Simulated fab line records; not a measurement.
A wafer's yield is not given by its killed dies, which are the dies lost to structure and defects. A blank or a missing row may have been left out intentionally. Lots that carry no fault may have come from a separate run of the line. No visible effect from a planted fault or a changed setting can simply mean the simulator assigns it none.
Which tool was responsible?	flow n5_finfet	23 wafers from 8 lots sampled at 5 of the route's 1938 steps

== WHAT THE GAUGES READ, wafer by wafer ==
N5_BEOL_M4_RC_MEAS_101.
lot	measured	on	IOFF_N_LONG (nA/um)
L939	day 7 17:21	prober-01	5.52e-05 5.55e-05 5.7e-05
L942	day 8 13:19	prober-01	5.23e-05 5.2e-05
L952	day 11 07:12	prober-02	0.0003309 5.49e-05 5.59e-05
L954	day 11 08:13	prober-01	0.0003274 5.42e-05 5.55e-05
L955	day 11 13:32	prober-02	5.35e-05 5.48e-05 5.25e-05
L957	day 12 09:40	prober-01	5.65e-05 5.75e-05 5.64e-05
L960	day 13 06:29	prober-02	5.59e-05 5.68e-05 5.63e-05
L962	day 13 19:04	prober-02	5.67e-05 5.47e-05 5.53e-05

== EACH LOT AND THE TOOL THAT RAN IT (in order: tool; ch and the chambers of the sampled wafers; start) ==
lot	N5_HKMG_FIN_ETCH_32	N5_HKMG_FIN_ALD_91	N5_HKMG_FIN_ETCH_86	N5_HKMG_FIN_ALD_71
L939	rie_diel-06 ch 0,1,3, day 4 01:11	ald_metal-03 ch 1,2,3, day 4 02:05	rie_diel-06 ch 0,1, day 4 02:31	ald_metal-03 ch 0,2,3, day 4 03:15
L942	rie_diel-05 ch 0,2, day 4 23:30	ald_metal-03 ch 0,3, day 5 00:23	rie_diel-05 ch 1,3, day 5 00:44	ald_metal-02 ch 2,3, day 5 01:28
L952	rie_diel-05 ch 1,2,3, day 7 09:26	ald_metal-02 ch 1,2,3, day 7 10:21	rie_diel-06 ch 0,1,3, day 7 10:41	ald_metal-03 ch 0,1,2, day 7 11:25
L954	rie_diel-05 ch 0,1,3, day 7 21:14	ald_metal-02 ch 0,2,3, day 7 22:08	rie_diel-06 ch 0,2,3, day 7 22:28	ald_metal-01 ch 0,2, day 7 23:12
L955	rie_diel-05 ch 1,3, day 8 02:17	ald_metal-01 ch 0,1,3, day 8 03:12	rie_diel-04 ch 1,3, day 8 03:32	ald_metal-03 ch 1,2, day 8 04:16
L957	rie_diel-06 ch 1,2,3, day 8 13:42	ald_metal-01 ch 0,1,3, day 8 14:35	rie_diel-05 ch 0,2,3, day 8 15:07	ald_metal-01 ch 0,1,3, day 8 15:52
L960	rie_diel-05 ch 0,1, day 9 10:09	ald_metal-03 ch 0,1,3, day 9 11:02	rie_diel-04 ch 0,1, day 9 11:23	ald_metal-02 ch 0,1, day 9 12:07
L962	rie_diel-04 ch 0,2,3, day 9 20:31	ald_metal-03 ch 0,1,2, day 9 21:25	rie_diel-06 ch 2,3, day 9 21:45	ald_metal-01 ch 0,3, day 9 22:29
- N5_HKMG_FIN_ETCH_32: etches SOC in N2/H2, target depth 240 nm, time 300 s.
- N5_HKMG_FIN_ALD_91: deposits TiN, target thk 1 nm, pulse time 1 s, purge time 3 s.
- N5_HKMG_FIN_ETCH_86: etches SOC in N2/H2, stops on TiN, target depth 393.2 nm.
- N5_HKMG_FIN_ALD_71: deposits TiN, target thk 1 nm, pulse time 1 s, purge time 3 s.

== THE ANSWER, worked out from the rows above alone ==
Rule: usual is defined by the lots themselves. The widest of any qualifying gaps counts: lots, ordered by their means at a reading, are off when they make up no more than a third of the lots, leave a main group of 4 or more, and stand apart from it by 3 or more times the standard deviation of that group's means. If all means in a main group match to the digits the tables above print for the reading, that group is not used. Also off: a lot with no number at a reading for which 4 or more lots have one. All remaining lots with rows at the step are treated as sound.
Off: L952, L954, at N5_BEOL_M4_RC_MEAS_101 (IOFF_N_LONG). Mean 5.51e-05 nA/um and standard deviation 1.6e-06 in the main group.
A tool fits if, at a process step before that reading, it ran every lot that is off, and no sound lot after the first of them. Gauges at N5_BEOL_M4_RC_MEAS_101: tried the same way as those tools. One candidate fits, namely ald_metal-02 at N5_HKMG_FIN_ALD_91. It ran no sound lot before its first lot that is off in this sample, so the start can't be narrowed down.

== WHAT THE SIMULATOR PUT IN ==
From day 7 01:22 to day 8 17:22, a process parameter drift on ald_metal-02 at N5_HKMG_FIN_ALD_91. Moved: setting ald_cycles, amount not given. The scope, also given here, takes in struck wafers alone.
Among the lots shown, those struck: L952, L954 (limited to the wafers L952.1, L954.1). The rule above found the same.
